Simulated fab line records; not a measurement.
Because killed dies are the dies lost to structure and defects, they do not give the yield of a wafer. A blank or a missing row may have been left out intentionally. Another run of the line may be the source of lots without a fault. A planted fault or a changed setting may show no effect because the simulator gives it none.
A lot that was struck, set against a sound lot    flow nand-harc    13 steps out of a route of 1159
Sound: the wafers L540.1, L540.3, L540.5. The struck wafers were L558.1, L558.5, L558.6. Last of all comes the cause.
For every step that has rows: the tool of each side, followed by ch and its chambers, followed by its first start. Under that, the readings that differ: sound wafers    struck wafers    difference of the means    sigmas: that difference in standard deviations of wafers without a fault.
alike: readings whose means differ by less than 2 such deviations, and words and numbers that are the same on both sides. not compared: withheld readings, readings that some wafer has no value for, bounds like >300 that may hide the same value, and numbers for which the record gives no deviation and whose values overlap.
Wherever a step has rows on one side only, a row that says differs or no value, or a row with sigmas, the two part there. When numbers do not overlap yet have no deviation, they are printed without sigmas and do not part them. Lack of a reading on every wafer of one side parts them only where that side has two or more wafers.

first, 1 step without rows for these wafers: NHARC_P_CONTACT_SRD_26.
NHARC_P_CONTACT_INSPECT_27:
  sound on defect-inspect-01, day 6 10:27; struck on defect-inspect-02, day 10 11:02
  alike: raw-defect-count
then, 9 steps without rows for these wafers: NHARC_P_M0_DEP_00 (deposits SiOC, target thk 150 nm); NHARC_P_M0_DEHYDRATE_01 (time 120 s); NHARC_P_M0_HMDS_02 (time 30 s); NHARC_P_M0_COAT_33 (time 65 s); NHARC_P_M0_COAT_03 (resist thk 90 nm); NHARC_P_M0_SOFTBAKE_04 (time 55 s); NHARC_P_M0_EBR_05; NHARC_P_M0_EXPOSE_06 (exposes mask P M0, target cd 90 nm); NHARC_P_M0_PEB_07 (peb time 65 s).
NHARC_P_M0_DEVELOP_08: develop time 35 s.
  sound on litho-track-04 ch 0, day 6 11:00; struck on litho-track-01, day 10 11:00
  no value came back on the struck wafers for chill-plate-temp-C (C), develop-time-s (s); on the sound wafers chill-plate-temp-C (C) reads 23.12 22.95 22.87
NHARC_P_M0_CD_MEAS_09: target cd 90 nm.
  sound on cd-sem-02 ch 0, day 6 11:21; struck on cd-sem-03 ch 0, day 10 11:49
reading     sound           struck  difference                     sigmas
cd-nm (nm)  89.3 89.3 89.2  - - -   no value on the struck wafers  

WHERE THEY PART
First at NHARC_P_M0_DEVELOP_08; last, within this record, at NHARC_P_M0_CD_MEAS_09.

WHY: the cause the simulator had injected
Skipped step whole: litho-track-01, from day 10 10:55 on, at NHARC_P_M0_DEVELOP_08. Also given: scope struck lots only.
